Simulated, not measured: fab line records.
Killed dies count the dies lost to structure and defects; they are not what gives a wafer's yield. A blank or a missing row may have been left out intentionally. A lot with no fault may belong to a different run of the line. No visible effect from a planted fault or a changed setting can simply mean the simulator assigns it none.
Lot-split experiment / flow n5-finfet / 39 wafers read from 7 lots, route of 1938 steps

== ON THE SPLIT ==
At N5_GATE_CUT_ETCH_56 (etches TiN in Cl2/Ar, target depth 21.6 nm), the setting icp-w was moved away from the recipe's 600 W on 15 of the 39 wafers read, by -14.9% to +12.9%. All remaining wafers had this setting at the recipe value.

The reading comes from the split's own step.

== THE READING ==
etch.depth-nm (the simulator's own value, which no gauge read), in nm, at N5_GATE_CUT_ETCH_56 (etches TiN in Cl2/Ar, target depth 21.6 nm). The file gives no usual value for it. Here, 24 wafers ran the recipe; their average is 21.72 nm with a standard deviation of 0.31 nm.

wafer=L077.1; tool, chamber at the split=rie-metal-01, 0; icp-w as run, W=666.7; against the recipe=+11.1%; etch.depth-nm, nm=23.78; against lot-mates on the recipe=+2.06
wafer=L077.2; tool, chamber at the split=rie-metal-01, 1; icp-w as run, W=666.7; against the recipe=+11.1%; etch.depth-nm, nm=23.85; against lot-mates on the recipe=+2.13
wafer=L077.3; tool, chamber at the split=rie-metal-01, 1; icp-w as run, W=600; against the recipe=recipe; etch.depth-nm, nm=21.8; against lot-mates on the recipe=-
wafer=L077.4; tool, chamber at the split=rie-metal-01, 0; icp-w as run, W=600; against the recipe=recipe; etch.depth-nm, nm=21.65; against lot-mates on the recipe=-
wafer=L077.5; tool, chamber at the split=rie-metal-01, 1; icp-w as run, W=666.7; against the recipe=+11.1%; etch.depth-nm, nm=23.77; against lot-mates on the recipe=+2.05
wafer=L077.6; tool, chamber at the split=rie-metal-01, 0; icp-w as run, W=600; against the recipe=recipe; etch.depth-nm, nm=21.7; against lot-mates on the recipe=-
wafer=L078.1; tool, chamber at the split=rie-metal-03, 1; icp-w as run, W=517.8; against the recipe=-13.7%; etch.depth-nm, nm=19.16; against lot-mates on the recipe=-2.52
wafer=L078.2; tool, chamber at the split=rie-metal-03, 0; icp-w as run, W=600; against the recipe=recipe; etch.depth-nm, nm=21.58; against lot-mates on the recipe=-
wafer=L078.3; tool, chamber at the split=rie-metal-03, 0; icp-w as run, W=517.8; against the recipe=-13.7%; etch.depth-nm, nm=19.02; against lot-mates on the recipe=-2.66
wafer=L078.4; tool, chamber at the split=rie-metal-03, 1; icp-w as run, W=517.8; against the recipe=-13.7%; etch.depth-nm, nm=19.33; against lot-mates on the recipe=-2.35
wafer=L078.5; tool, chamber at the split=rie-metal-03, 0; icp-w as run, W=600; against the recipe=recipe; etch.depth-nm, nm=21.64; against lot-mates on the recipe=-
wafer=L078.6; tool, chamber at the split=rie-metal-03, 1; icp-w as run, W=600; against the recipe=recipe; etch.depth-nm, nm=21.82; against lot-mates on the recipe=-
wafer=L079.1; tool, chamber at the split=rie-metal-03, 0; icp-w as run, W=555.2; against the recipe=-7.5%; etch.depth-nm, nm=20.11; against lot-mates on the recipe=-1.54
wafer=L079.2; tool, chamber at the split=rie-metal-03, 1; icp-w as run, W=600; against the recipe=recipe; etch.depth-nm, nm=21.7; against lot-mates on the recipe=-
wafer=L079.3; tool, chamber at the split=rie-metal-03, 0; icp-w as run, W=555.2; against the recipe=-7.5%; etch.depth-nm, nm=19.99; against lot-mates on the recipe=-1.66
wafer=L079.4; tool, chamber at the split=rie-metal-03, 1; icp-w as run, W=555.2; against the recipe=-7.5%; etch.depth-nm, nm=20.43; against lot-mates on the recipe=-1.22
wafer=L079.5; tool, chamber at the split=rie-metal-03, 0; icp-w as run, W=600; against the recipe=recipe; etch.depth-nm, nm=21.28; against lot-mates on the recipe=-
wafer=L079.6; tool, chamber at the split=rie-metal-03, 1; icp-w as run, W=600; against the recipe=recipe; etch.depth-nm, nm=21.97; against lot-mates on the recipe=-
wafer=L081.1; tool, chamber at the split=rie-metal-02, 0; icp-w as run, W=600; against the recipe=recipe; etch.depth-nm, nm=21.23; against lot-mates on the recipe=-
wafer=L081.2; tool, chamber at the split=rie-metal-02, 0; icp-w as run, W=600; against the recipe=recipe; etch.depth-nm, nm=21.21; against lot-mates on the recipe=-
wafer=L081.3; tool, chamber at the split=rie-metal-02, 0; icp-w as run, W=510.4; against the recipe=-14.9%; etch.depth-nm, nm=18.27; against lot-mates on the recipe=-2.97
wafer=L081.4; tool, chamber at the split=rie-metal-02, 0; icp-w as run, W=510.4; against the recipe=-14.9%; etch.depth-nm, nm=18.35; against lot-mates on the recipe=-2.89
wafer=L081.5; tool, chamber at the split=rie-metal-02, 0; icp-w as run, W=600; against the recipe=recipe; etch.depth-nm, nm=21.29; against lot-mates on the recipe=-
wafer=L081.6; tool, chamber at the split=rie-metal-02, 0; icp-w as run, W=510.4; against the recipe=-14.9%; etch.depth-nm, nm=18.4; against lot-mates on the recipe=-2.84
wafer=L090.3; tool, chamber at the split=rie-metal-03, 0; icp-w as run, W=600; against the recipe=recipe; etch.depth-nm, nm=21.52; against lot-mates on the recipe=-
wafer=L090.5; tool, chamber at the split=rie-metal-03, 1; icp-w as run, W=600; against the recipe=recipe; etch.depth-nm, nm=21.94; against lot-mates on the recipe=-
wafer=L090.6; tool, chamber at the split=rie-metal-03, 0; icp-w as run, W=600; against the recipe=recipe; etch.depth-nm, nm=21.61; against lot-mates on the recipe=-
wafer=L094.1; tool, chamber at the split=rie-metal-02, 1; icp-w as run, W=677.4; against the recipe=+12.9%; etch.depth-nm, nm=24.17; against lot-mates on the recipe=+2.38
wafer=L094.2; tool, chamber at the split=rie-metal-02, 1; icp-w as run, W=600; against the recipe=recipe; etch.depth-nm, nm=21.72; against lot-mates on the recipe=-
wafer=L094.3; tool, chamber at the split=rie-metal-02, 1; icp-w as run, W=677.4; against the recipe=+12.9%; etch.depth-nm, nm=24.12; against lot-mates on the recipe=+2.33
wafer=L094.4; tool, chamber at the split=rie-metal-02, 1; icp-w as run, W=600; against the recipe=recipe; etch.depth-nm, nm=21.87; against lot-mates on the recipe=-
wafer=L094.5; tool, chamber at the split=rie-metal-02, 1; icp-w as run, W=677.4; against the recipe=+12.9%; etch.depth-nm, nm=24.06; against lot-mates on the recipe=+2.27
wafer=L094.6; tool, chamber at the split=rie-metal-02, 1; icp-w as run, W=600; against the recipe=recipe; etch.depth-nm, nm=21.78; against lot-mates on the recipe=-
wafer=L097.1; tool, chamber at the split=rie-metal-03, 0; icp-w as run, W=600; against the recipe=recipe; etch.depth-nm, nm=21.82; against lot-mates on the recipe=-
wafer=L097.2; tool, chamber at the split=rie-metal-03, 1; icp-w as run, W=600; against the recipe=recipe; etch.depth-nm, nm=22.2; against lot-mates on the recipe=-
wafer=L097.3; tool, chamber at the split=rie-metal-03, 0; icp-w as run, W=600; against the recipe=recipe; etch.depth-nm, nm=21.6; against lot-mates on the recipe=-
wafer=L097.4; tool, chamber at the split=rie-metal-03, 1; icp-w as run, W=600; against the recipe=recipe; etch.depth-nm, nm=22.37; against lot-mates on the recipe=-
wafer=L097.5; tool, chamber at the split=rie-metal-03, 1; icp-w as run, W=600; against the recipe=recipe; etch.depth-nm, nm=22.4; against lot-mates on the recipe=-
wafer=L097.6; tool, chamber at the split=rie-metal-03, 0; icp-w as run, W=600; against the recipe=recipe; etch.depth-nm, nm=21.55; against lot-mates on the recipe=-

THE FIT
A straight line over all 39 wafers: etch.depth-nm changes by +0.199 nm for each +1% of icp-w; r = +0.98; the points scatter about the line by 0.29 nm.
The same after taking each lot's own level away (the mean of its wafers on the recipe; 39 wafers): +0.187 nm for each +1%; r = +0.99; scatter 0.19 nm.
That fit puts the effect of the largest move of icp-w on the reading at 2.8 nm.
The lots' own levels span 21.243 to 21.990 nm, that is 2.4 times the standard deviation above.
So the lot-to-lot level changes the slope little: the two slopes agree.
Check: with one of the wafers moved furthest among these (-14.9%) left out of the fit, the line predicts -2.79 nm for it against its lot-mates. It came out at -2.97 nm against them.

== OTHER SPLITS ON THESE WAFERS ==
Other splits were also applied to these wafers ahead of the reading. Each is held against what the fit with the lots' levels taken away leaves over:
other split on the same wafers=N5_DUMMY_GATE_ETCH_42 bias-w; wafers away from the commonest value=12; r with etch.depth-nm (lot level and that fit taken away)=-0.04

== FILE'S OWN FIT ==
etch.depth-nm changes by +0.188 nm for each +1% of icp-w, r = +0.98.
